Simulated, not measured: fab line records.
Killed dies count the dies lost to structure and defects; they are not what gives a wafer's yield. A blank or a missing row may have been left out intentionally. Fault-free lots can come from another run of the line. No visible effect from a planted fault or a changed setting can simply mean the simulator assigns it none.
fab line records | flow n5_finfet | part 2 of 2: steps 17 to 21 of 21
[record] lots = 5 | wafers = 15 | last_day = 18
route steps=1938 shown FIN_SAQP@118
lots that met no fault: from a run of the same line without faults
start_h: the number of hours between the record's first day and the start of the first shown wafer of the lot | wait_h: hours elapsed since this lot's preceding step | " identical to the entry in the row above | L1.1+2: a row that stands for several wafers | - no value present, or no start provided | * or withheld: withheld | < > ~ a bound
route shown NAME@n: NAME is a module with steps in the file, n the number in the route of the first one | usual: mean and standard deviation over wafers with no fault | same: alike in all rows | chamber/n: place in a boat | sites: the reading at each site | _std_site: the standard deviation of these | _edge_site: the outer-site mean with the inner-site mean subtracted | radius_mm: how far each site lies from the wafer's centre | mask NAME#n: copy n | behind: the last tool/chamber to shape the wafer | hold: the reason the lot was held/the length of the hold in hours/how it ended | device: the transistor (n, p or np) that didn't switch | end of line: tests of these same wafers at the route's end | a step with no rows: only its recipe | killed: at the first sort, the dies lost to defects and structure; wafer yield is something else | map: a wafer's dies, x killed, . not, _ none there
set.NAME: setting as actually run; set.NAME@STEP: the setting as run at that earlier step | model.NAME: the simulator's own value behind a step, which no gauge read
lots at some steps of the route; a table a step, a row a wafer
services: a tool's chamber out of use, with start hour (start_h, from the record's first day; less than 0 if before it), hours out, and reason
[[steps]]
[step N5_FIN_SAQP_ETCH_69]
[recipe] chemistry = N2/H2 | target = SOC | target_depth_a = 1500 | stop_on = SiNx | ion_energy_ev = 100 | bias_w = 61 | pressure_mtorr = 30 | source_w = 850 | n2_flow_sccm = 200 | h2_flow_sccm = 200
[usual] drypump_motor_current_A = 5.6/0.37 | oes_product_au = 0.76/0.084 | rf_fwd_power_W = 844/3.4 | rf_vpp_V = 241.3/1.4 | showerhead_plenum_p_Torr = 2.59/0.082 | throttle_valve_pct = 17.68/0.21
lot.wafer | tool        | chamber | start_h | wait_h | drypump_motor_current_A | oes_product_au | rf_fwd_power_W | rf_hours_counter_h | rf_vpp_V | showerhead_plenum_p_Torr | throttle_valve_pct
L083.2    | rie_diel-06 | 2       | 80.03   | -      | 5.6                     | 0.70           | 842            | 215                | 241.4    | 2.63                     | 17.77
L083.4    | "           | 3       | "       | "      | 4.9                     | 0.71           | 838            | 172                | 238.8    | 2.42                     | 17.63
L083.6    | "           | 1       | "       | "      | 5.5                     | 0.86           | 840            | -                  | 240.3    | 2.58                     | 17.72
L087.3    | rie_diel-04 | 3       | 103.86  | -      | 5.5                     | 0.68           | 845            | 239                | 241.8    | 2.59                     | 17.69
L087.4    | "           | 2       | "       | "      | 6.0                     | 0.74           | 848            | -                  | 239.8    | 2.52                     | 17.85
L087.6    | "           | 3       | "       | "      | 5.5                     | 0.68           | 844            | -                  | 240.6    | 2.59                     | 17.66
L091.1    | rie_diel-04 | 0       | 127.43  | -      | 6.1                     | 0.98           | 845            | 5                  | 240.7    | 2.60                     | 17.32
L091.3    | "           | 2       | "       | "      | 6.0                     | 0.73           | 845            | 182                | 241.5    | 2.51                     | 17.88
L091.5    | "           | 3       | "       | "      | 5.5                     | 0.68           | 848            | -                  | 241.7    | 2.59                     | 17.71
L093.3    | rie_diel-06 | 0       | 139.53  | -      | 5.2                     | 0.70           | 837            | 249                | 240.2    | 2.58                     | 17.40
L093.4    | "           | 2       | "       | "      | 5.6                     | 0.68           | 843            | 233                | 243.3    | 2.62                     | 17.79
L093.5    | "           | 0       | "       | "      | 5.2                     | 0.69           | 836            | -                  | 241.7    | 2.58                     | 17.39
L094.3    | rie_diel-01 | 3       | 146.00  | -      | 5.3                     | 0.87           | 841            | 34                 | 242.9    | 2.58                     | 17.47
L094.4    | "           | 2       | "       | "      | 5.9                     | 0.82           | 846            | 49                 | 243.0    | 2.70                     | 17.50
L094.5    | "           | 0       | "       | "      | 5.9                     | 0.92           | 848            | -                  | 241.8    | 2.71                     | 17.23
[step N5_FIN_SAQP_ETCH_67]
[recipe] chemistry = CH3F/O2 | target = SiNx | target_depth_a = 300 | mask_material = SOC | pressure_mtorr = 30 | source_w = 395 | bias_w = 73 | Ar_flow_sccm = 150 | CH3F_flow_sccm = 30 | O2_flow_sccm = 20 | ion_energy_ev = 120
[usual] CH3F_flow_sccm = 30.00/0.095 | drypump_motor_current_A = 5.6/0.37 | oes_o_777_au = 0.78/0.088 | oes_product_au = 0.77/0.088 | rf_fwd_power_W = 390.3/1.9 | rf_vpp_V = 298/7.3 | showerhead_plenum_p_Torr = 2.04/0.059 | throttle_valve_pct = 16.28/0.24
lot.wafer | tool        | chamber | start_h | wait_h | CH3F_flow_sccm | drypump_motor_current_A | oes_o_777_au | oes_product_au | rf_fwd_power_W | rf_hours_counter_h | rf_vpp_V | showerhead_plenum_p_Torr | throttle_valve_pct
L083.2    | rie_diel-06 | 2       | 80.09   | 0.0    | 30.13          | 5.6                     | 0.74         | 0.70           | 388.2          | 215                | 284      | 2.06                     | 16.23
L083.4    | "           | 3       | "       | "      | 30.07          | 4.9                     | 0.72         | 0.73           | 391.5          | 172                | 295      | 1.92                     | 16.32
L083.6    | "           | 1       | "       | "      | 29.96          | 5.6                     | 0.87         | 0.87           | 387.0          | -                  | 300      | 2.03                     | 16.36
L087.3    | rie_diel-04 | 3       | 103.92  | 0.0    | 29.92          | 5.5                     | 0.68         | 0.68           | 392.3          | 239                | 313      | 2.06                     | 16.41
L087.4    | "           | 2       | "       | "      | 30.01          | 5.9                     | 0.74         | 0.74           | 391.7          | -                  | 301      | 2.00                     | 16.43
L087.6    | "           | 3       | "       | "      | 29.96          | 5.5                     | 0.68         | 0.67           | 392.3          | -                  | 313      | 2.06                     | 16.39
L091.1    | rie_diel-04 | 0       | 127.49  | 0.0    | 30.00          | 6.1                     | 0.99         | 0.99           | 390.4          | 5                  | 301      | 2.05                     | 15.78
L091.3    | "           | 2       | "       | "      | 30.00          | 5.9                     | 0.73         | 0.73           | 390.5          | 182                | 300      | 2.00                     | 16.43
L091.5    | "           | 3       | "       | "      | 29.91          | 5.5                     | 0.68         | 0.67           | 390.5          | -                  | 314      | 2.06                     | 16.43
L093.3    | rie_diel-06 | 0       | 139.59  | 0.0    | 29.98          | 5.2                     | 0.69         | 0.70           | 388.3          | 249                | 305      | 2.03                     | 16.12
L093.4    | "           | 2       | "       | "      | 29.94          | 5.6                     | 0.72         | 0.68           | 389.8          | 233                | 285      | 2.06                     | 16.26
L093.5    | "           | 0       | "       | "      | 29.91          | 5.2                     | 0.68         | 0.70           | 386.1          | -                  | 306      | 2.03                     | 16.11
L094.3    | rie_diel-01 | 3       | 146.06  | 0.0    | 29.81          | 5.2                     | 0.91         | 0.90           | 390.5          | 34                 | 288      | 2.05                     | 16.08
L094.4    | "           | 2       | "       | "      | 30.13          | 5.9                     | 0.84         | 0.84           | 391.5          | 49                 | 291      | 2.10                     | 15.96
L094.5    | "           | 0       | "       | "      | 29.97          | 5.9                     | 0.92         | 0.95           | 390.7          | -                  | 297      | 2.15                     | 15.89
[step N5_FIN_SAQP_STRIP_70]
[recipe] chemistry = N2/H2 | power_w = 500 | temp_c = 40 | pressure_mtorr = 50 | rf_frequency_hz = 6e+07 | overash_fraction = 0.3 | bias_power_w = 28 | h2_frac = 0.5 | n2_flow_sccm = 300 | h2_flow_sccm = 300
[usual] drypump_motor_current_A = 5.6/0.37 | oes_product_au = 0.77/0.09 | rf_fwd_power_W = 494.2/2.2 | rf_vpp_V = 122.2/0.91 | showerhead_plenum_p_Torr = 3.42/0.1 | throttle_valve_pct = 18.74/0.29
lot.wafer | tool        | chamber | start_h | wait_h | drypump_motor_current_A | oes_product_au | rf_fwd_power_W | rf_hours_counter_h | rf_vpp_V | showerhead_plenum_p_Torr | throttle_valve_pct
L083.2    | rie_diel-06 | 2       | 80.13   | 0.0    | 5.6                     | 0.70           | 493.9          | 215                | 123.2    | 3.47                     | 18.96
L083.4    | "           | 3       | "       | "      | 4.9                     | 0.73           | 495.2          | 172                | 121.3    | 3.21                     | 18.46
L083.6    | "           | 1       | "       | "      | 5.6                     | 0.88           | 492.4          | -                  | 122.6    | 3.40                     | 18.65
L087.3    | rie_diel-04 | 3       | 103.96  | 0.0    | 5.5                     | 0.68           | 493.0          | 239                | 123.4    | 3.42                     | 18.72
L087.4    | "           | 2       | "       | "      | 6.0                     | 0.75           | 494.9          | -                  | 122.5    | 3.33                     | 19.21
L087.6    | "           | 3       | "       | "      | 5.5                     | 0.68           | 494.8          | -                  | 122.0    | 3.42                     | 18.71
L091.1    | rie_diel-04 | 0       | 127.53  | 0.0    | 6.1                     | 1.00           | 496.1          | 5                  | 123.3    | 3.44                     | 18.65
L091.3    | "           | 2       | "       | "      | 6.0                     | 0.74           | 495.0          | 182                | 121.8    | 3.32                     | 19.23
L091.5    | "           | 3       | "       | "      | 5.5                     | 0.67           | 492.8          | -                  | 122.6    | 3.42                     | 18.73
L093.3    | rie_diel-06 | 0       | 139.63  | 0.0    | 5.2                     | 0.71           | 489.2          | 249                | 120.8    | 3.41                     | 18.22
L093.4    | "           | 2       | "       | "      | 5.6                     | 0.68           | 492.0          | 233                | 122.3    | 3.46                     | 18.97
L093.5    | "           | 0       | "       | "      | 5.2                     | 0.70           | 490.1          | -                  | 122.4    | 3.41                     | 18.23
L094.3    | rie_diel-01 | 3       | 146.10  | 0.0    | 5.3                     | 0.89           | 492.5          | 34                 | 121.4    | 3.41                     | 18.61
L094.4    | "           | 2       | "       | "      | 6.0                     | 0.85           | 494.7          | 49                 | 122.9    | 3.56                     | 18.50
L094.5    | "           | 0       | "       | "      | 5.9                     | 0.94           | 498.2          | -                  | 124.2    | 3.57                     | 18.32
[step N5_FIN_SAQP_RECESS_71]
[recipe] chemistry = HF/NH3 | target = SiO2 | target_depth_a = 30 | afs_cycles = 1 | temp_c = 30 | sublimation_temp_c = 180 | sublimation_time_s = 60
[usual] drypump_motor_current_A = 5.3/0.35
lot.wafer | tool          | chamber | start_h | wait_h | drypump_motor_current_A
L083.2    | vapor_etch-01 | 1       | 80.20   | 0.0    | 5.4
L083.4    | "             | 1       | "       | "      | 5.4
L083.6    | "             | 0       | "       | "      | 4.8
L087.3    | vapor_etch-02 | 0       | 104.07  | 0.1    | 5.7
L087.4    | "             | 1       | "       | "      | 5.4
L087.6    | "             | 1       | "       | "      | 5.4
L091.1    | vapor_etch-01 | 1       | 127.59  | 0.0    | 5.4
L091.3    | "             | 1       | "       | "      | 5.4
L091.5    | "             | 1       | "       | "      | 5.4
L093.3    | vapor_etch-02 | 0       | 139.73  | 0.1    | 5.8
L093.4    | "             | 1       | "       | "      | 5.4
L093.5    | "             | 1       | "       | "      | 5.4
L094.3    | vapor_etch-02 | 1       | 146.20  | 0.1    | 5.4
L094.4    | "             | 0       | "       | "      | 5.7
L094.5    | "             | 1       | "       | "      | 5.4
[step N5_FIN_SAQP_SPACER2_ALD_28]
[recipe] material = SiO2 | target_thk_a = 81 | temp_c = 300 | ald_precursor_family = BDEAS | ald_co_reactant = O2-plasma | pulse_time_s = 1 | purge_time_s = 2 | co_reactant_purge_time_s = 2 | pressure_torr = 2
[usual] heater_power_outer_w = 261/21 | heater_power_w = 470/36 | precursor_pulse_height_rel = 1.001/0.02
lot.wafer | tool       | chamber | start_h | wait_h | heater_power_outer_w | heater_power_w | precursor_pulse_height_rel
L083.2    | ald_sin-04 | 0       | 80.35   | 0.1    | 277                  | 513            | 0.998
L083.4    | "          | 2       | "       | "      | 287                  | 521            | 0.995
L083.6    | "          | 3       | "       | "      | 237                  | 407            | 1.024
L087.3    | ald_sin-04 | 0       | 104.17  | 0.1    | 260                  | 503            | 0.994
L087.4    | "          | 1       | "       | "      | 235                  | 423            | 1.000
L087.6    | "          | 1       | "       | "      | 242                  | 429            | 0.975
L091.1    | ald_sin-04 | 0       | 127.73  | 0.1    | 256                  | 498            | 0.989
L091.3    | "          | 3       | "       | "      | 241                  | 445            | 0.983
L091.5    | "          | 2       | "       | "      | 281                  | 502            | 0.998
L093.3    | ald_sin-04 | 0       | 139.83  | 0.1    | 273                  | 487            | 1.028
L093.4    | "          | 3       | "       | "      | 236                  | 458            | 1.008
L093.5    | "          | 0       | "       | "      | 267                  | 498            | 0.970
L094.3    | ald_sin-04 | 0       | 146.36  | 0.1    | 266                  | 498            | 1.009
L094.4    | "          | 2       | "       | "      | 284                  | 531            | 1.013
L094.5    | "          | 0       | "       | "      | 272                  | 510            | 0.980
[[services]]
tool         | chamber | start_h | hours | kind
ald_sin-04   | 0       | 57.58   | 2.9   | repair
wet_bench-06 | -       | 59.94   | 2.1   | repair
ald_sin-03   | 0       | 72.50   | 9.3   | repair
ald_sin-01   | -       | 85.13   | 2.8   | pm
ald_sin-04   | -       | 85.25   | 14.0  | pm
rie_diel-01  | 1       | 88.33   | 1.7   | repair
rie_diel-04  | 0       | 98.61   | -     | clean
rie_diel-04  | 0       | 98.61   | -     | consumable_replace:focus_ring
rie_diel-04  | 0       | 98.61   | 15.3  | scheduled_down
rie_diel-04  | 0       | 98.61   | 15.3  | vent_cycle
rie_diel-01  | 0       | 99.46   | -     | clean
rie_diel-01  | 0       | 99.46   | -     | consumable_replace:focus_ring
rie_diel-01  | 0       | 99.46   | -     | consumable_replace:showerhead
rie_diel-01  | 0       | 99.46   | 25.6  | scheduled_down
rie_diel-01  | 0       | 99.46   | 25.6  | vent_cycle
rie_diel-01  | 1       | 111.49  | 9.7   | repair
rie_diel-04  | 3       | 130.10  | -     | clean
rie_diel-04  | 3       | 130.10  | -     | consumable_replace:focus_ring
rie_diel-04  | 3       | 130.10  | 23.7  | scheduled_down
rie_diel-04  | 3       | 130.10  | 23.7  | vent_cycle
rie_diel-06  | 0       | 130.10  | 4.0   | repair
ald_sin-03   | -       | 140.53  | 6.0   | pm
rie_diel-06  | 0       | 141.88  | -     | clean
wet_bench-06 | -       | 143.08  | 6.4   | repair
